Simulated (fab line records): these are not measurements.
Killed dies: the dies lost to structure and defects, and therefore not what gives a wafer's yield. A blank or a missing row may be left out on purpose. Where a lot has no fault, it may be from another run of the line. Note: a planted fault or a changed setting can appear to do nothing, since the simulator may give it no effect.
fab line records	flow n5_finfet
[record] lots = 10	wafers = 30	last_day = 16
route steps=1938 shown BEOL_M2@863 BEOL_M4@1111 PASSIVATION@1936
lots that met no fault: taken from a fault-free run of the same line
start_h: hours from the record's opening day to when the first of the lot's shown wafers began	wait_h: hours since the lot's step before	" as in the row above	L1.1+2: a row that stands for several wafers	- no value, or no start was given	* or withheld: withheld	< > ~ a bound
route shown NAME@n: a module of which the file shows steps, and the number in the route of the first	usual: mean/standard deviation taken from wafers without a fault	same: alike in all rows	chamber/n: place in a boat	sites: per-site readings	_std_site: the values' standard deviation	_edge_site: mean of outer sites minus mean of inner sites	radius_mm: for every site, how far away it sits from the centre of the wafer	mask NAME#n: copy n	behind: tool/chamber where the wafer was last shaped	hold: what put the lot on hold/how long, in hours/how the hold closed	device: which transistor (n, p or np) failed to switch	end of line: tests of these same wafers at the route's end	for a step that has no rows: nothing shown but its recipe	killed: dies lost to structure and defects at the first sort, not the wafer's yield	map: per-die view of a wafer (x killed, . not killed, _ where there is no die)
set.NAME: setting as actually run; set.NAME@STEP: the setting as run at that earlier step	model.NAME: the simulator's own value behind a step, which no gauge read
steps of the route over a sample of lots; a table a step, a row a wafer
services: a tool's chamber out of use, with start hour (start_h, from the record's first day; less than 0 if before it), hours out, and reason
[[steps]]
[step N5_BEOL_M2_STRIP_66]
[recipe] chemistry = CF4	resist = SiARC	power_w = 300	bias_power_w = 75	pressure_mtorr = 50	cf4_flow_sccm = 150	rf_frequency_hz = 6e+07
[usual] drypump_motor_current_A = 5.6/0.56	oes_product_au = 0.78/0.083	rf_vpp_V = 271.2/1.6	showerhead_plenum_p_Torr = 1.80/0.064	throttle_valve_pct = 13.5/0.36
lot.wafer	tool	chamber	start_h	wait_h	drypump_motor_current_A	oes_product_au	rf_hours_counter_h	rf_vpp_V	showerhead_plenum_p_Torr	throttle_valve_pct
L911.3	rie_diel-05	3	131.93	0.0	5.4	0.70	225	269.9	1.77	13.6
L911.4	"	3	"	"	5.4	0.69	-	269.3	1.77	13.6
L911.6	"	2	"	"	5.6	0.81	-	271.3	1.80	13.4
L913.1	rie_diel-05	3	147.12	0.0	5.3	0.69	231	271.3	1.77	13.6
L913.2	"	2	"	"	5.6	0.80	95	272.2	1.80	13.4
L913.3	"	0	"	"	5.2	0.81	90	270.4	1.72	13.2
L918.2	rie_diel-06	1	179.01	0.0	5.1	0.66	254	270.9	1.77	13.7
L918.3	"	3	"	"	6.6	0.70	216	272.0	1.86	14.0
L918.6	"	3	"	"	6.6	0.71	-	273.4	1.86	13.9
L921.1	rie_diel-02	1	210.02	0.0	6.0	0.70	226	271.2	1.84	13.8
L921.3	"	3	"	"	5.8	0.78	121	271.0	1.80	13.4
L921.4	"	1	"	"	6.0	0.70	-	270.5	1.84	13.8
L923.1	rie_diel-05	2	230.91	0.0	5.6	0.76	133	272.1	1.79	13.5
L923.4	"	1	"	"	4.9	0.87	39	270.8	1.77	13.1
L923.5	"	2	"	"	5.6	0.77	-	271.5	1.79	13.5
L925.1	rie_diel-05	0	237.82	0.0	5.2	0.78	130	269.3	1.71	13.3
L925.4	"	2	"	"	5.6	0.76	135	271.5	1.79	13.5
L925.6	"	2	"	"	5.6	0.77	-	271.0	1.79	13.5
L927.2	rie_diel-02	1	238.10	0.0	6.0	0.69	239	271.9	1.83	13.8
L927.5	"	2	"	"	5.3	0.85	-	274.5	1.91	13.2
L927.6	"	1	"	"	6.0	0.69	-	271.5	1.83	13.8
L926.2	rie_diel-06	2	242.40	0.0	6.5	0.68	244	269.6	1.71	14.2
L926.4	"	0	"	"	5.0	0.85	70	274.2	1.90	13.3
L926.5	"	3	"	"	6.6	0.69	-	273.1	1.85	14.0
L928.4	rie_diel-06	0	242.90	0.0	5.0	0.85	70	273.5	1.89	13.3
L928.5	"	1	"	"	5.1	0.94	-	269.9	1.77	13.2
L928.6	"	0	"	"	5.0	0.85	-	275.1	1.89	13.3
L930.1	rie_diel-02	0	259.23	0.0	5.7	0.78	100	269.0	1.74	13.3
L930.4	"	2	"	"	5.3	0.84	67	274.5	1.90	13.2
L930.5	"	0	"	"	5.7	0.78	-	269.5	1.74	13.3
[step N5_BEOL_M2_CD_MEAS_28]
[recipe] target_cd_nm = 26.2	landing_energy_ev = 500	detector = se_inlens	target_cd_y_nm = 24.1	polarity = opening
[usual] cd_nm = 26.19/0.25
lot.wafer	tool	chamber	start_h	wait_h	cd_nm
L911.3	cd_sem-03	0	132.48	-	25.68
L911.4	"	0	"	"	25.93
L911.6	"	0	"	"	26.36
L913.1	cd_sem-03	0	147.78	-	26.59
L913.2	"	0	"	"	26.45
L913.3	"	0	"	"	26.62
L918.2	cd_sem-02	0	179.56	-	26.19
L918.3	"	0	"	"	26.32
L918.6	"	0	"	"	26.36
L921.1	cd_sem-01	0	210.91	-	26.08
L921.3	"	0	"	"	26.21
L921.4	"	0	"	"	26.00
L923.1	cd_sem-03	0	232.60	-	25.95
L923.4	"	0	"	"	26.45
L923.5	"	0	"	"	25.93
L925.1	cd_sem-03	0	238.37	-	26.39
L925.4	"	0	"	"	25.92
L925.6	"	0	"	"	26.24
L927.2	cd_sem-01	0	238.65	-	26.79
L927.5	"	0	"	"	26.34
L927.6	"	0	"	"	26.13
L926.2	cd_sem-01	0	242.95	-	25.77
L926.4	"	0	"	"	26.17
L926.5	"	0	"	"	26.07
L928.4	cd_sem-01	0	243.44	-	26.03
L928.5	"	0	"	"	25.92
L928.6	"	0	"	"	26.13
L930.1	cd_sem-02	0	259.99	-	25.86
L930.4	"	0	"	"	26.43
L930.5	"	0	"	"	26.30
[step N5_BEOL_M2_VIA_ETCH_34]
[recipe] chemistry = C4F6/O2	target_depth_a = 694	mask_material = SOC	pressure_mtorr = 15	ion_energy_ev = 250	taper_deg = 4	time_s = 65.9	source_w = 350	bias_w = 170	Ar_flow_sccm = 300	C4F6_flow_sccm = 10	O2_flow_sccm = 10
[usual] C4F6_flow_sccm = 10.000/0.029	O2_flow_sccm = 10.00/0.031	drypump_motor_current_A = 5.6/0.42	oes_o_777_au = 0.80/0.076	oes_product_au = 0.79/0.072	rf_vpp_V = 667/17	showerhead_plenum_p_Torr = 2.84/0.076	throttle_valve_pct = 30.5/0.35	time_s = 65.9/0
lot.wafer	tool	chamber	start_h	wait_h	C4F6_flow_sccm	O2_flow_sccm	drypump_motor_current_A	oes_o_777_au	oes_product_au	rf_hours_counter_h	rf_vpp_V	showerhead_plenum_p_Torr	throttle_valve_pct	time_s
L911.3	rie_diel-06	2	138.34	0.0	10.051	10.06	6.4	0.73	0.71	223	637	2.72	31.4	65.9
L911.4	"	1	"	"	9.983	9.96	5.1	0.72	0.67	239	648	2.80	30.5	65.9
L911.6	"	2	"	"	9.993	10.03	6.5	0.73	0.70	-	637	2.72	31.4	65.9
L913.1	rie_diel-05	2	149.30	0.0	10.027	9.98	5.6	0.79	0.80	96	672	2.88	30.8	65.9
L913.2	"	3	"	"	9.988	9.99	5.4	0.70	0.68	232	667	2.82	30.9	65.9
L913.3	"	1	"	"	9.984	10.00	4.8	1.01	0.98	2	646	2.78	29.8	65.9
L918.2	rie_diel-02	3	182.34	0.0	10.008	10.07	5.8	0.80	0.80	110	657	2.86	30.4	65.9
L918.3	"	2	"	"	9.962	10.05	5.4	0.90	0.87	40	697	2.98	30.0	65.9
L918.6	"	0	"	"	9.973	9.98	5.7	0.85	0.85	-	669	2.78	30.5	65.9
L921.1	rie_diel-05	2	213.85	0.0	9.995	9.98	5.6	0.76	0.77	125	670	2.87	30.8	65.9
L921.3	"	1	"	"	10.005	9.96	4.8	0.92	0.89	31	644	2.77	29.9	65.9
L921.4	"	2	"	"	10.009	9.95	5.6	0.77	0.76	-	671	2.87	30.8	65.9
L923.1	rie_diel-06	3	235.31	0.0	9.952	10.00	6.7	0.71	0.69	229	674	2.90	30.7	65.9
L923.4	"	3	"	"	10.025	9.95	6.7	0.71	0.69	-	674	2.90	30.7	65.9
L923.5	"	0	"	"	10.031	9.97	5.0	0.86	0.87	-	680	3.00	30.4	65.9
L925.1	rie_diel-02	1	241.88	0.0	9.976	9.98	6.0	0.70	0.69	240	691	2.90	30.7	65.9
L925.4	"	3	"	"	9.952	10.01	5.8	0.78	0.77	135	657	2.85	30.5	65.9
L925.6	"	0	"	"	9.972	10.02	5.7	0.82	0.81	-	670	2.77	30.5	65.9
L927.2	rie_diel-02	0	243.55	0.0	-	-	-	-	-	-	-	-	-	-
L927.5	"	3	"	"	-	-	-	-	-	-	-	-	-	-
L927.6	"	0	"	"	-	-	-	-	-	-	-	-	-	-
L926.2	rie_diel-02	0	245.54	0.0	-	-	-	-	-	-	-	-	-	-
L926.4	"	2	"	"	-	-	-	-	-	-	-	-	-	-
L926.5	"	0	"	"	-	-	-	-	-	-	-	-	-	-
L928.4	rie_diel-05	1	251.11	0.0	-	-	-	-	-	-	-	-	-	-
L928.5	"	0	"	"	-	-	-	-	-	-	-	-	-	-
L928.6	"	3	"	"	-	-	-	-	-	-	-	-	-	-
L930.1	rie_diel-02	0	260.77	0.0	9.990	10.00	5.7	0.82	0.81	101	668	2.76	30.6	65.9
L930.4	"	1	"	"	9.996	9.98	6.0	0.69	0.69	247	689	2.90	30.7	65.9
L930.5	"	0	"	"	10.003	10.05	5.7	0.81	0.80	-	669	2.76	30.6	65.9
[step N5_BEOL_M2_CD_MEAS_35]
[recipe] target_cd_nm = 18	target_cd_y_nm = 22.2	polarity = opening
[usual] cd_nm = 18.0/0.32
lot.wafer	tool	chamber	start_h	wait_h	cd_nm
L911.3	cd_sem-01	-	138.75	0.0	17.9
L911.4	"	-	"	"	17.6
L911.6	"	-	"	"	16.9
L913.1	cd_sem-02	-	149.80	0.0	17.7
L913.2	"	-	"	"	17.8
L913.3	"	-	"	"	17.8
L918.2	cd_sem-02	-	182.74	0.0	17.9
L918.3	"	-	"	"	17.9
L918.6	"	-	"	"	17.9
L921.1	cd_sem-03	-	214.25	0.0	18.2
L921.3	"	-	"	"	18.0
L921.4	"	-	"	"	18.4
L923.1	cd_sem-01	-	235.72	0.0	17.7
L923.4	"	-	"	"	18.1
L923.5	"	-	"	"	17.8
L925.1	cd_sem-03	-	242.29	0.0	18.2
L925.4	"	-	"	"	18.1
L925.6	"	-	"	"	17.7
L927.2	cd_sem-01	-	243.95	0.0	17.9
L927.5	"	-	"	"	17.8
L927.6	"	-	"	"	17.7
L926.2	cd_sem-01	-	245.95	0.0	17.5
L926.4	"	-	"	"	17.7
L926.5	"	-	"	"	18.2
L928.4	cd_sem-01	-	251.52	0.0	18.1
L928.5	"	-	"	"	18.7
L928.6	"	-	"	"	18.2
L930.1	cd_sem-01	-	261.18	0.0	18.1
L930.4	"	-	"	"	18.1
L930.5	"	-	"	"	18.3
[step N5_BEOL_M4_RC_MEAS_101]
[usual] DIBL_N = 36.5/1.4	DIBL_P = 36.6/1.9	IOFF_N = 0.167/0.029	IOFF_P = 0.21/0.033	ION_N = 674/12	ION_P = 460/8.9	SS_N = 71.6/0.57	SS_P = 73.4/0.61	VT_N = 249/3.3	VT_P = -250/3.3
lot.wafer	tool	chamber	start_h	wait_h	DIBL_N[mV/V]	DIBL_P[mV/V]	IOFF_N[nA/um]	IOFF_P[nA/um]	ION_N[uA/um]	ION_P[uA/um]	SS_N[mV/dec]	SS_P[mV/dec]	VT_N[mV]	VT_P[mV]
L911.3	prober-01	0	164.05	0.9	34.9	35.9	0.152	0.17	682	454	71.5	73.3	250	-254
L911.4	"	0	"	"	34.5	35.7	0.133	0.18	660	449	71.4	73.7	251	-253
L911.6	"	0	"	"	37.4	37.8	0.186	0.20	670	453	72.5	73.2	244	-253
L913.1	prober-02	0	181.24	0.0	36.0	37.2	0.162	0.23	693	478	71.3	72.9	252	-252
L913.2	"	0	"	"	34.5	34.3	0.130	0.19	667	460	71.4	72.8	253	-250
L913.3	"	0	"	"	36.4	36.9	0.145	0.22	659	457	72.1	73.6	252	-250
L918.2	prober-02	0	210.35	0.2	36.2	35.3	0.164	0.18	669	453	72.0	72.7	249	-253
L918.3	"	0	"	"	35.3	35.3	0.157	0.18	678	457	71.5	73.0	248	-253
L918.6	"	0	"	"	37.7	38.0	0.191	0.23	679	467	72.2	74.1	245	-249
L921.1	prober-01	0	233.39	0.0	37.6	37.8	0.174	0.24	669	461	71.9	73.7	250	-250
L921.3	"	0	"	"	36.9	38.0	0.172	0.26	694	477	71.3	73.5	248	-247
L921.4	"	0	"	"	36.2	36.3	0.153	0.22	684	468	71.9	73.2	249	-247
L923.1	prober-02	0	261.62	0.4	36.3	35.4	0.172	0.21	667	456	71.7	74.1	248	-250
L923.4	"	0	"	"	36.7	35.9	0.179	0.22	674	460	71.3	74.2	249	-250
L923.5	"	0	"	"	35.4	33.3	0.136	0.17	656	450	71.5	72.9	255	-254
L925.1	prober-01	0	265.74	0.0	37.8	38.8	0.196	0.22	677	460	71.7	73.6	245	-248
L925.4	"	0	"	"	36.9	37.7	0.180	0.21	685	464	71.3	73.5	247	-250
L925.6	"	0	"	"	35.8	36.3	0.148	0.19	670	461	71.3	73.9	249	-252
L930.1	prober-02	0	289.57	0.0	36.3	36.5	0.160	0.20	671	456	72.0	74.1	248	-253
L930.4	"	0	"	"	35.6	36.2	0.138	0.20	660	451	71.5	73.5	254	-255
L930.5	"	0	"	"	35.4	35.1	0.140	0.19	673	459	70.9	74.4	252	-253
[step N5_PASSIVATION_PROBE_49]
[usual] defect_limited_yield = 91.2/1.6	killed_at_M0_to_M3 = 34/11	killed_at_M4_up = 14/5.7	killed_at_contacts = 14/6.6	killed_at_front_end = 37/10	killed_at_other = 4/3.2	killed_dies = 104/19	killed_on_rim = 14/4.1	killed_open = 69/13	killed_short = 33/8.7	sort_bin_5_function = 5.1/1	sort_bin_6_memory = 3.3/0.76	sort_bin_8_speed = 0.00/0.016	sort_n_pass = 1076/19	sort_yield_pct = 91.2/1.6
[same] gross_dies = 1180	killed_at_back_side = 0	sort_bin_4_leakage[%] = 0
lot.wafer	tool	chamber	start_h	wait_h	defect_limited_yield[%]	killed_at_M0_to_M3	killed_at_M4_up	killed_at_contacts	killed_at_front_end	killed_at_other	killed_dies	killed_on_rim	killed_open	killed_short	sort_bin_5_function[%]	sort_bin_6_memory[%]	sort_bin_8_speed[%]	sort_n_pass	sort_yield_pct[%]
L911.3	prober-02	-	256.47	0.1	89.7	47	11	29	32	2	121	24	78	38	6.3	3.6	0	1059	89.7
L911.4	prober-02	-	256.52	0.2	91.9	34	20	14	25	3	96	12	69	25	4.7	3.1	0	1084	91.9
L911.6	prober-02	-	256.62	0.3	90.5	44	10	18	37	3	112	15	66	42	6.2	2.6	0.08	1068	90.5
L913.1	prober-02	-	275.76	0.0	89.5	28	29	15	47	5	124	26	77	38	5.8	3.7	0	1056	89.5
L913.2	prober-02	-	275.81	0.1	90.7	24	23	6	55	2	110	7	84	23	5.5	3.6	0	1070	90.7
L913.3	prober-02	-	275.86	0.1	92.9	37	14	3	30	0	84	10	57	26	4.2	2.6	0	1096	92.9
L918.2	prober-02	-	308.74	0.1	92.6	25	14	12	29	7	87	9	61	24	4.5	2.6	0	1093	92.6
L918.3	prober-02	-	308.79	0.1	92.3	31	9	35	15	1	91	11	66	25	4.3	3.1	0	1089	92.3
L918.6	prober-02	-	308.94	0.3	94.3	18	13	11	23	2	67	8	47	20	3.1	2.5	0	1113	94.3
L921.1	prober-01	-	331.48	0.0	94.0	27	9	13	17	5	71	9	48	21	3.1	2.7	0	1109	94.0
L921.3	prober-01	-	331.58	0.1	90.8	36	26	13	30	4	109	14	80	26	5.4	3.5	0	1071	90.8
L921.4	prober-01	-	331.63	0.2	90.8	35	21	22	25	6	109	11	75	31	5.5	3.5	0	1071	90.8
L923.1	prober-02	-	360.52	0.0	91.9	28	9	9	48	1	95	17	66	29	4.8	2.9	0	1085	91.9
L923.4	prober-02	-	360.67	0.2	89.0	28	21	21	52	8	130	15	85	44	6.1	4.6	0	1050	89.0
L923.5	prober-02	-	360.72	0.2	90.5	21	21	21	42	7	112	12	76	36	6.3	3.0	0	1068	90.5
L925.1	prober-01	-	366.10	0.0	91.2	38	9	9	40	8	104	12	72	31	5.3	3.4	0	1076	91.2
L925.4	prober-01	-	366.25	0.2	90.9	36	9	10	48	4	107	10	64	38	5.7	2.7	0	1073	90.9
L925.6	prober-01	-	366.35	0.3	91.4	49	4	10	35	4	102	13	59	39	4.2	3.9	0	1078	91.4
L926.2	prober-02	-	373.98	0.1	0	1117	7	13	42	1	1180	152	50	33	96.8	3.1	0	0	0
L926.4	prober-02	-	374.08	0.2	0	1107	16	11	46	0	1180	152	84	37	95.6	3.7	0	0	0
L926.5	prober-02	-	374.13	0.2	0	1105	13	8	50	4	1180	152	79	31	96.9	2.9	0	0	0
L927.2	prober-02	-	379.13	0.1	0	1110	14	16	40	0	1180	152	74	36	96.2	3.1	0	0	0
L927.5	prober-02	-	379.28	0.2	0	1118	7	12	42	1	1180	152	51	32	96.9	2.8	0	0	0
L927.6	prober-02	-	379.33	0.3	0	1119	12	15	34	0	1180	152	61	31	96.9	2.8	0	0	0
L930.1	prober-02	-	390.70	0.0	92.2	20	22	11	33	6	92	9	64	27	5.0	2.5	0	1088	92.2
L930.4	prober-02	-	390.85	0.2	91.2	20	24	25	28	7	104	18	75	27	5.3	2.9	0	1076	91.2
L930.5	prober-02	-	390.90	0.2	94.5	15	13	11	24	2	65	5	39	26	3.6	1.6	0	1115	94.5
L928.4	prober-01	-	395.88	0.2	0	1118	12	7	35	8	1180	152	50	29	96.9	3.0	0	0	0
L928.5	prober-01	-	395.93	0.2	0	1106	11	12	44	7	1180	152	71	39	95.7	4.0	0	0	0
L928.6	prober-01	-	395.98	0.3	0	1120	6	10	39	5	1180	152	73	31	96.4	3.5	0	0	0
// killed by level:class
L911.3 MOL_CONTACT_COAG:geometric_particle:open=18 BEOL_M0_SAQP:geometric_particle:short=13 MOL_CONTACT_COAG:geometric_particle:short=11 BEOL_M0_SAQP:geometric_particle:open=10 BEOL_M3:geometric_particle:open=8 FIN_SAQP:geometric_particle:open=7 BEOL_M4:geometric_particle:open=7 BEOL_M2:geometric_particle:open=6
L911.4 MOL_CONTACT_COAG:geometric_particle:open=13 BEOL_M4:geometric_particle:open=9 BEOL_M0_SAQP:geometric_particle:open=8 BEOL_M2:geometric_particle:open=6 BEOL_M3:geometric_particle:open=6 BEOL_M0_SAQP:geometric_particle:short=5 SPACER0:geometric_particle:open=4 GATE_CUT:geometric_particle:short=4
L911.6 BEOL_M0_SAQP:geometric_particle:open=13 MOL_CONTACT_COAG:geometric_particle:open=12 BEOL_M0_SAQP:geometric_particle:short=11 FIN_SAQP:geometric_particle:open=7 MOL_CONTACT_COAG:geometric_particle:short=6 BEOL_M4:geometric_particle:open=6 BEOL_M3:geometric_particle:open=5 BEOL_M2:geometric_particle:open=5
L913.1 BEOL_M4:geometric_particle:open=15 STI_FIN_REVEAL:geometric_particle:open=10 MOL_CONTACT_COAG:geometric_particle:open=10 BEOL_M0_SAQP:geometric_particle:short=9 BEOL_M1:geometric_particle:open=9 HKMG_FIN:area_etch=9 FIN_SAQP:geometric_particle:open=6 BEOL_M0_SAQP:geometric_particle:open=6
L913.2 STI_FIN_REVEAL:geometric_particle:open=13 BEOL_M4:geometric_particle:open=13 FIN_SAQP:geometric_particle:open=10 BEOL_M0_SAQP:geometric_particle:open=10 STARTING-WAFER:geometric_particle:open=9 BEOL_M1:geometric_particle:open=7 MOL_CONTACT_COAG:geometric_particle:open=6 FIN_SAQP:geometric_particle:short=3
L913.3 BEOL_M1:geometric_particle:open=11 BEOL_M2:geometric_particle:open=7 STI_FIN_REVEAL:geometric_particle:open=6 BEOL_M0_SAQP:geometric_particle:short=6 BEOL_M4:geometric_particle:open=5 BEOL_M1:geometric_particle:short=4 STARTING-WAFER:geometric_particle:open=4 ILD0:geometric_particle:open=3
L918.2 MOL_CONTACT_COAG:geometric_particle:open=8 BEOL_M4:geometric_particle:open=8 GATE_CUT:geometric_particle:short=7 BEOL_M1:geometric_particle:open=7 MOL_CONTACT_COAG:geometric_particle:short=4 BEOL_M2:geometric_particle:open=4 PASS1_CAP:geometric_particle:open=4 FIN_SAQP:geometric_particle:short=3
L918.3 MOL_CONTACT_COAG:geometric_particle:open=31 BEOL_M0_SAQP:geometric_particle:open=12 BEOL_M0_SAQP:geometric_particle:short=8 MOL_CONTACT_COAG:geometric_particle:short=4 BEOL_M4:geometric_particle:open=3 BEOL_M1:geometric_particle:short=3 BEOL_M1:geometric_particle:open=3 BEOL_M3:geometric_particle:open=3
L918.6 MOL_CONTACT_COAG:geometric_particle:open=10 STI_FIN_REVEAL:geometric_particle:open=8 BEOL_M4:geometric_particle:open=6 BEOL_M1:geometric_particle:open=5 BEOL_M7:geometric_particle:open=4 GATE_CUT:geometric_particle:short=4 BEOL_M0_SAQP:geometric_particle:short=4 BEOL_M2:geometric_particle:open=4
L921.1 MOL_CONTACT_COAG:geometric_particle:open=10 BEOL_M1:geometric_particle:open=7 GATE_CUT:geometric_particle:short=6 BEOL_M0:geometric_particle:open=4 BEOL_M2:geometric_particle:open=4 BEOL_M3:geometric_particle:open=4 STI_FIN_REVEAL:geometric_particle:open=3 DUMMY_GATE:geometric_particle:open=2
L921.3 BEOL_M4:geometric_particle:open=14 MOL_CONTACT_COAG:geometric_particle:open=11 DUMMY_GATE:geometric_particle:open=8 BEOL_M0_SAQP:geometric_particle:short=8 BEOL_M0_SAQP:geometric_particle:open=7 BEOL_M2:geometric_particle:open=6 STI_FIN_REVEAL:geometric_particle:open=5 BEOL_M3:geometric_particle:open=5
L921.4 MOL_CONTACT_COAG:geometric_particle:open=14 BEOL_M4:geometric_particle:open=10 BEOL_M1:geometric_particle:open=9 BEOL_M0_SAQP:geometric_particle:short=8 FIN_SAQP:geometric_particle:open=7 MOL_CONTACT_COAG:geometric_particle:short=6 BEOL_M0_SAQP:geometric_particle:open=5 BEOL_M5:geometric_particle:open=4
L923.1 STI_FIN_REVEAL:geometric_particle:open=12 FIN_SAQP:geometric_particle:short=9 MOL_CONTACT_COAG:geometric_particle:open=8 BEOL_M2:geometric_particle:open=8 STARTING-WAFER:geometric_particle:open=7 BEOL_M0_SAQP:geometric_particle:short=6 FIN_SAQP:geometric_particle:open=5 BEOL_M4:geometric_particle:open=4
L923.4 STI_FIN_REVEAL:geometric_particle:open=15 MOL_CONTACT_COAG:geometric_particle:open=14 BEOL_M0_SAQP:geometric_particle:open=13 GATE_CUT:geometric_particle:short=7 MOL_CONTACT_COAG:geometric_particle:short=7 BEOL_M4:geometric_particle:open=7 GATE_CUT:geometric_particle:open=6 FIN_SAQP:geometric_particle:short=5
L923.5 MOL_CONTACT_COAG:geometric_particle:open=17 GATE_CUT:geometric_particle:short=11 STI_FIN_REVEAL:geometric_particle:open=10 BEOL_M2:geometric_particle:open=6 MOL_CONTACT_COAG:geometric_particle:short=4 GATE_CUT:geometric_particle:open=4 BEOL_M7:geometric_particle:open=4 PASS1_CAP:geometric_particle:open=4
L925.1 BEOL_M1:geometric_particle:open=11 BEOL_M3:geometric_particle:open=8 BEOL_M0_SAQP:geometric_particle:open=7 STI_FIN_REVEAL:geometric_particle:open=6 GATE_CUT:geometric_particle:short=6 MOL_CONTACT_COAG:geometric_particle:open=6 BEOL_M0_SAQP:geometric_particle:short=6 GATE_CUT:geometric_particle:open=5
L925.4 FIN_SAQP:geometric_particle:short=12 STI_FIN_REVEAL:geometric_particle:open=10 BEOL_M0_SAQP:geometric_particle:short=7 BEOL_M2:geometric_particle:open=7 FIN_SAQP:geometric_particle:open=6 MOL_CONTACT_COAG:geometric_particle:open=5 BEOL_M1:geometric_particle:open=5 MOL_CONTACT_COAG:geometric_particle:short=4
L925.6 BEOL_M0_SAQP:geometric_particle:open=15 BEOL_M0_SAQP:geometric_particle:short=9 MOL_CONTACT_COAG:geometric_particle:open=8 ILD0:geometric_particle:short=7 BEOL_M1:geometric_particle:open=7 BEOL_M3:geometric_particle:open=5 FIN_SAQP:geometric_particle:open=4 STI_FIN_REVEAL:geometric_particle:open=4
L926.2 BEOL_M2:area_etch=1097 DUMMY_GATE:geometric_particle:open=10 MOL_CONTACT_COAG:geometric_particle:open=10 FIN_SAQP:geometric_particle:short=8 FIN_SAQP:geometric_particle:open=6 BEOL_M2:geometric_particle:open=6 BEOL_M0_SAQP:geometric_particle:short=5 GATE_CUT:geometric_particle:short=4
L926.4 BEOL_M2:area_etch=1058 FIN_SAQP:geometric_particle:open=18 BEOL_M1:geometric_particle:open=12 BEOL_M0_SAQP:geometric_particle:open=10 BEOL_M0_SAQP:geometric_particle:short=9 MOL_CONTACT_COAG:geometric_particle:open=8 BEOL_M0:geometric_particle:open=6 STI_FIN_REVEAL:geometric_particle:open=6
L926.5 BEOL_M2:area_etch=1069 FIN_SAQP:geometric_particle:open=10 STI_FIN_REVEAL:geometric_particle:open=10 FIN_SAQP:geometric_particle:short=8 BEOL_M0_SAQP:geometric_particle:open=7 BEOL_M0:geometric_particle:open=7 DUMMY_GATE:geometric_particle:open=6 MOL_CONTACT_COAG:geometric_particle:open=6
L927.2 BEOL_M2:area_etch=1070 FIN_SAQP:geometric_particle:short=13 MOL_CONTACT_COAG:geometric_particle:open=13 BEOL_M2:geometric_particle:open=10 BEOL_M3:geometric_particle:open=9 FIN_SAQP:geometric_particle:open=7 BEOL_M1:geometric_particle:open=7 BEOL_M0_SAQP:geometric_particle:short=5
L927.5 BEOL_M2:area_etch=1094 MOL_CONTACT_COAG:geometric_particle:open=10 FIN_SAQP:geometric_particle:short=8 BEOL_M0_SAQP:geometric_particle:short=6 BEOL_M1:geometric_particle:open=6 STI_FIN_REVEAL:geometric_particle:open=5 BEOL_M0_SAQP:geometric_particle:open=5 STARTING-WAFER:geometric_particle:short=5
L927.6 BEOL_M2:area_etch=1088 MOL_CONTACT_COAG:geometric_particle:open=13 BEOL_M1:geometric_particle:open=11 FIN_SAQP:geometric_particle:open=9 BEOL_M3:geometric_particle:open=8 GATE_CUT:geometric_particle:short=7 FIN_SAQP:geometric_particle:short=5 BEOL_M2:geometric_particle:open=4
L930.1 BEOL_M4:geometric_particle:open=14 STI_FIN_REVEAL:geometric_particle:open=10 MOL_CONTACT_COAG:geometric_particle:open=9 FIN_SAQP:geometric_particle:open=6 FIN_SAQP:geometric_particle:short=5 BEOL_M2:geometric_particle:open=5 BEOL_M4:geometric_particle:short=5 DUMMY_GATE:geometric_particle:open=4
L930.4 MOL_CONTACT_COAG:geometric_particle:open=18 BEOL_M4:geometric_particle:open=15 BEOL_M1:geometric_particle:open=9 GATE_CUT:geometric_particle:short=7 MOL_CONTACT_COAG:geometric_particle:short=7 STI_FIN_REVEAL:geometric_particle:open=6 FIN_SAQP:geometric_particle:open=4 BEOL_M2:geometric_particle:open=4
L930.5 MOL_CONTACT_COAG:geometric_particle:open=8 BEOL_M0_SAQP:geometric_particle:short=5 BEOL_M4:geometric_particle:open=5 STI_FIN_REVEAL:geometric_particle:open=4 GATE_CUT:geometric_particle:short=4 BEOL_M6:geometric_particle:open=4 FIN_SAQP:geometric_particle:open=3 MOL_CONTACT_COAG:geometric_particle:short=3
L928.4 BEOL_M2:area_etch=1099 FIN_SAQP:geometric_particle:open=11 BEOL_M0_SAQP:geometric_particle:open=7 FIN_SAQP:geometric_particle:short=6 GATE_CUT:geometric_particle:short=6 BEOL_M0_SAQP:geometric_particle:short=6 MOL_CONTACT_COAG:geometric_particle:open=5 BEOL_M4:geometric_particle:open=5
L928.5 BEOL_M2:area_etch=1070 FIN_SAQP:geometric_particle:open=12 MOL_CONTACT_COAG:geometric_particle:open=10 FIN_SAQP:geometric_particle:short=8 BEOL_M3:geometric_particle:open=8 BEOL_M1:geometric_particle:open=7 BEOL_M2:geometric_particle:open=7 GATE_CUT:geometric_particle:short=6
L928.6 BEOL_M2:area_etch=1075 BEOL_M3:geometric_particle:open=21 GATE_CUT:geometric_particle:short=9 FIN_SAQP:geometric_particle:open=8 MOL_CONTACT_COAG:geometric_particle:open=8 BEOL_M0_SAQP:geometric_particle:open=8 STI_FIN_REVEAL:geometric_particle:open=7 DUMMY_GATE:geometric_particle:open=4
[[services]]
tool	chamber	start_h	hours	kind
rie_diel-02	0	122.41	2.5	repair
rie_diel-05	1	129.72	-	clean
rie_diel-05	1	129.72	-	consumable_replace:focus_ring
rie_diel-05	1	129.72	12.8	scheduled_down
rie_diel-05	1	129.72	12.8	vent_cycle
rie_diel-02	0	151.41	1.6	repair
rie_diel-06	2	168.37	33.9	repair
rie_diel-06	-	195.13	28.1	pm
rie_diel-05	3	198.03	-	clean
rie_diel-05	3	198.03	-	consumable_replace:focus_ring
rie_diel-05	3	198.03	19.4	scheduled_down
rie_diel-05	3	198.03	19.4	vent_cycle
rie_diel-06	1	223.23	-	clean
rie_diel-06	1	223.23	-	consumable_replace:focus_ring
rie_diel-06	1	223.23	18.1	scheduled_down
rie_diel-06	1	223.23	18.1	vent_cycle
rie_diel-05	-	250.18	0.4	repair
[[key]]
[first_sign] step = N5_BEOL_M2_VIA_ETCH_34	reading = tool_record	direction = missing
[effect] step = N5_PASSIVATION_PROBE_49	reading = killed_at_M0_to_M3	direction = up	sigmas = 99+	usual = 34	struck = 1113
[more_kills_born_at] N5_BEOL_M2_VIA_ETCH_34@rie_diel-02 = 6476	N5_BEOL_M2_VIA_ETCH_34@rie_diel-05 = 3244
met_at N5_BEOL_M2_VIA_ETCH_34
struck_lots L926,L927,L928
later_rows_left_out L926.2,L926.4,L926.5,L927.2,L927.5,L927.6,L928.4,L928.5,L928.6
not_acting_at N5_BEOL_M2_STRIP_66,N5_BEOL_M2_CD_MEAS_28,N5_BEOL_M2_CD_MEAS_35
onset_between 241.88 243.55
[fault] kind = skipped_step_whole	tool = rie_diel-02,rie_diel-05	chamber = -	onset_h = 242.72	steps = N5_BEOL_M2_VIA_ETCH_34	scope = struck_lots_only
// later_rows_left_out: the simulator's readings of these wafers behind a module that went badly wrong aren't trusted and aren't shown, but for the sort
